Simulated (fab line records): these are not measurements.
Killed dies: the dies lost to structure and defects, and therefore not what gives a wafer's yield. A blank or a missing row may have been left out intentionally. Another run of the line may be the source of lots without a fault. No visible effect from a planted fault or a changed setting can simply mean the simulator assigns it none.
A struck lot beside a sound one / flow n5 finfet / 41 out of 1938 route steps
Sound: the wafers L233.3, L233.5, L233.6. Wafers L225.1, L225.2, L225.4 were the ones struck. The cause is given at the end.
At each step with rows: each side's tool, then ch and its chambers, then its first start. Under that, the readings that differ: sound wafers / struck wafers / difference of the means / sigmas: that difference in standard deviations of wafers without a fault.
alike: words and numbers the same on both sides, and readings whose means are apart by under 2 such deviations; not compared: readings that were withheld, readings missing a value for some wafer, numbers with overlapping values and no deviation given by the record, and bounds like >300 which may hide the same value.
Wherever a step has rows on one side only, a row that says differs or no value, or a row with sigmas, the two part there. When numbers do not overlap yet have no deviation, they are printed without sigmas and do not part them. A reading missing from all wafers of one side parts the sides only when that side holds two or more wafers.

first, 12 steps without rows for these wafers: N5_HKMG_FIN_STRIP_33 (strips in N2/H2); N5_HKMG_FIN_STRIP_34 (strips in CF4); N5_HKMG_FIN_ETCH_35 (etches SOC in N2/H2, target depth 215.8 nm, time 243.4 s); N5_HKMG_FIN_STRIP_92 (strips SOC in N2/H2, time 20 s); N5_HKMG_FIN_WET_ETCH_18 (etches TiN in SC1, time 55 s, target depth 5.2 nm, rinse time 30 s); N5_HKMG_FIN_STRIP_19 (strips in N2/H2, time 360 s); N5_HKMG_FIN_ALD_91 (deposits TiN, target thk 1 nm, pulse time 1 s, purge time 3 s); N5_HKMG_FIN_COAT_85 (time 60 s, resist thk 300 nm); N5_HKMG_FIN_ETCH_86 (etches SOC in N2/H2, stops on TiN, target depth 393.2 nm); N5_HKMG_FIN_STRIP_89 (strips SOC in N2/H2, time 20 s); N5_HKMG_FIN_WET_ETCH_87 (etches TiN in SC1, time 154.2 s, target depth 4.7 nm, rinse time 30 s); N5_HKMG_FIN_STRIP_88 (strips in N2/H2, time 360 s).
N5_HKMG_FIN_NWFM_ALD_20: deposits TiAlC, target thk 2 nm, pulse time 3 s, purge time 2 s.
  sound on ald metal-04 ch 2,3, day 9 17:47; struck on ald metal-04 ch 0,1,2, day 7 15:39
  no value came back on the struck wafers for any of 6 readings (ald cycles, chamber pressure Torr (Torr) and others); on the sound wafers ald cycles reads 7 7 7
then, 26 steps without rows for these wafers: N5_HKMG_FIN_ALD_71 (deposits TiN, target thk 1 nm, pulse time 1 s, purge time 3 s); N5_HKMG_FIN_COAT_66 (time 60 s, resist thk 300 nm); N5_HKMG_FIN_ETCH_67 (etches SOC in N2/H2, stops on TiN, target depth 388.9 nm); N5_HKMG_FIN_STRIP_90 (strips SOC in N2/H2, time 20 s); N5_HKMG_FIN_WET_ETCH_73 (etches the open film in SC1, time 42.3 s, target depth 1.3 nm, rinse time 30 s); N5_HKMG_FIN_ETCHBACK_68 (etches the open film in Cl2/Ar, stops on HfO2, target depth 0.5 nm); N5_HKMG_FIN_STRIP_69 (strips in N2/H2, time 360 s); N5_HKMG_FIN_ALD_21 (deposits TiN, target thk 1.5 nm, pulse time 1 s, purge time 3 s); N5_HKMG_FIN_ALD_72 (deposits W, target thk 2 nm, pulse time 1 s, purge time 2 s); N5_HKMG_FIN_W_FILL_22 (material W, target thk 60 nm, time 18.2 s); N5_HKMG_FIN_PRECLEAN_83 (cleans in DIW, time 57.5 s); N5_HKMG_FIN_SRD_84 (dry time 32 s); N5_HKMG_FIN_CMP_23 (polishes, stops on SiNx, t overpolish 10 s, target thk 46.326 nm); N5_HKMG_FIN_CMP_94 (polishes, stops on SiNx, t overpolish 4.7 s, target thk 43.299 nm); N5_GATE_CUT_ETCHBACK_00 (etches W in SF6/Cl2); N5_GATE_CUT_ETCH_56 (etches TiN in Cl2/Ar, target depth 21.6 nm); N5_GATE_CUT_ETCHBACK_30 (etches TiN in Cl2/Ar, target depth 3 nm); N5_GATE_CUT_VAPOR_ETCH_60 (etches HfO2 in BCl3/Cl2); N5_GATE_CUT_ETCH_58 (etches SiNx in CH3F/O2, target depth 17 nm, time 128.6 s); N5_GATE_CUT_STRIP_59 (strips in N2/H2, time 20 s); N5_GATE_CUT_PRECLEAN_31 (cleans in DIW, time 300 s); N5_GATE_CUT_SRD_32 (time 30 s); N5_GATE_CUT_SAC_CAP_01 (material SiNx, target thk 24 nm, pulse time 1 s, ald cycles 480); N5_GATE_CUT_PECVD_57 (deposits SiNx from SiH4/NH3/N2, target thk 21 nm); N5_GATE_CUT_CMP_02 (polishes, stops on SiO2, t overpolish 12.7 s, target thk 0 nm); N5_GATE_CUT_HM_DEP_46 (deposits SiO2 from TEOS/O2, target thk 130 nm, time 26.6 s).
-- the record jumps here: 7 days lie between the struck wafers' starts before and after (it left off in module GATE_CUT and takes up again in module BEOL_M4, whose first step shown is number 1111 of the route) --
N5_BEOL_M4_RC_MEAS_101:
  sound on prober-02 ch 0, day 16 12:21; struck on prober-02 ch 0, day 14 04:38
reading=IOFF_N (nA/um); sound=0.176 0.120 0.186; struck=0.000 0.000 0.000; difference=-0.161; sigmas=-8
reading=IOFF_N_85C (nA/um); sound=3.4 2.5 3.5; struck=0.0 0.0 0.0; difference=-3.1; sigmas=-10
reading=IOFF_N_LIN (nA/um); sound=0.078 0.058 0.083; struck=0.000 0.000 0.000; difference=-0.073; sigmas=-10
reading=IOFF_P (nA/um); sound=0.185 0.137 0.206; struck=4.619 5.180 4.182; difference=+4.484; sigmas=+99 or more
reading=IOFF_P_85C (nA/um); sound=3.3 2.5 3.6; struck=49.1 54.2 45.6; difference=+46.5; sigmas=+99 or more
reading=IOFF_P_LIN (nA/um); sound=0.085 0.067 0.091; struck=2.200 2.392 2.074; difference=+2.141; sigmas=+99 or more
reading=IOFF_P_LONG (nA/um); sound=8.4e-05 8e-05 8.5e-05; struck=0.002089 0.002083 0.00209; difference=+0.002004; sigmas=+99 or more
reading=ION_N (uA/um); sound=674 663 683; struck=94 94 93; difference=-580; sigmas=-68
reading=ION_P (uA/um); sound=450 445 455; struck=586 585 585; difference=+135; sigmas=+23
reading=VT_N (mV); sound=249.9 255.7 249.4; struck=544.9 542.1 542.1; difference=+291.4; sigmas=+99 or more
reading=VT_N_LONG (mV); sound=276.1 276.8 275.0; struck=567.4 565.7 568.6; difference=+291.3; sigmas=+99 or more
reading=VT_N_LVT (mV); sound=98.0 103.9 97.3; struck=392.3 388.8 394.3; difference=+292.1; sigmas=+99 or more
reading=VT_P (mV); sound=-257 -262 -254; struck=-164 -161 -164; difference=+95; sigmas=+32
reading=VT_P_LONG (mV); sound=-284 -284 -281; struck=-185 -185 -185; difference=+98; sigmas=+32
reading=VT_P_LVT (mV); sound=-105 -109 -104; struck=-12 -11 -13; difference=+94; sigmas=+31
  alike: DIBL_N, DIBL_P, SS_N, SS_P
-- the record jumps here: 5 days lie between the struck wafers' starts before and after (it left off in module BEOL_M4 and takes up again in module PASSIVATION, whose first step shown is number 1936 of the route) --
N5_PASSIVATION_PROBE_49:
  sound: prober-02 at day 21 01:19; struck: prober-02 at day 18 21:32
reading=defect limited yield (%); sound=88.1 89.8 90.6; struck=93.5 93.1 92.2; difference=+3.4; sigmas=+2
reading=killed at front end; sound=81 55 45; struck=27 40 28; difference=-29; sigmas=-2
reading=killed dies; sound=140 120 111; struck=77 81 92; difference=-40; sigmas=-2
reading=killed open; sound=100 86 69; struck=51 57 67; difference=-27; sigmas=-2
reading=sort_bin_4_leakage (%); sound=0 0 0; struck=93.47 93.14 92.20; difference=+92.94; sigmas=
reading=sort_bin_5_function (%); sound=7.1 6.2 5.5; struck=3.1 4.2 5.0; difference=-2.2; sigmas=-2
reading=sort n pass; sound=1040 1060 1069; struck=0 0 0; difference=-1056; sigmas=-62
reading=sort yield pct (%); sound=88.1 89.8 90.6; struck=0 0 0; difference=-90; sigmas=-64
  alike: killed_at_M0_to_M3, killed_at_M4_up, killed at contacts, killed at other, killed short, sort_bin_6_memory

WHERE THEY PART
First at N5_HKMG_FIN_NWFM_ALD_20; last, within this record, at N5_PASSIVATION_PROBE_49.

WHY: the cause the simulator had injected
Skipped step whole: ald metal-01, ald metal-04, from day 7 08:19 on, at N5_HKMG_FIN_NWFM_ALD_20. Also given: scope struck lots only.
